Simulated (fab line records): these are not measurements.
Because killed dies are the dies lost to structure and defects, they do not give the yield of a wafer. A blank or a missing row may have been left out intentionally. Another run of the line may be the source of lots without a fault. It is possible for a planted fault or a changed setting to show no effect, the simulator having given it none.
Matching of chambers ; flow n5_finfet ; N5_BEOL_M4_STRIP_66 on rie_diel-01 has 4 sister chambers
The step strips in CF4. 4 wafers are shown with their chamber, then 7 later ones without.

## WAFERS PAIRED WITH THEIR CHAMBERS
wafer;chamber;drypump_motor_current_A (A)
L081.4;3;6.0
L087.5;1;6.7
L089.1;2;5.1
L089.2;0;6.0

## WAFERS MISSING THEIR CHAMBER
wafer;drypump_motor_current_A (A)
L089.5;5.2
L090.1;6.1
L090.3;6.7
L090.4;5.1
L097.1;6.0
L097.5;6.1
L097.6;6.0

## THE CHAMBER EACH PASSED THROUGH
wafer;from the rows above;in truth
L089.5;2;2
L090.1;can't be placed: 0 or 3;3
L090.3;1;1
L090.4;2;2
L097.1;can't be placed: 0 or 3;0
L097.5;can't be placed: 0 or 3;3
L097.6;can't be placed: 0 or 3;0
Correctly placed: 3 of 7. Not placeable from these rows: 4 (in 4, the candidates include the true chamber). Number placed wrongly: 0.
How it was worked out, from the rows above alone: a wafer's distance from a chamber is the root of the sum, over the readings, of the square of ((its reading less the chamber's mean) divided by the reading's scatter). If the next closest chamber is less than 2 further off than the closest, the wafer can't be placed; otherwise it belongs to the closest. Each chamber's mean is taken over the wafers shown for it. The scatter: root of mean squared gap, hidden wafer to nearest shown wafer, with one shown wafer a chamber.
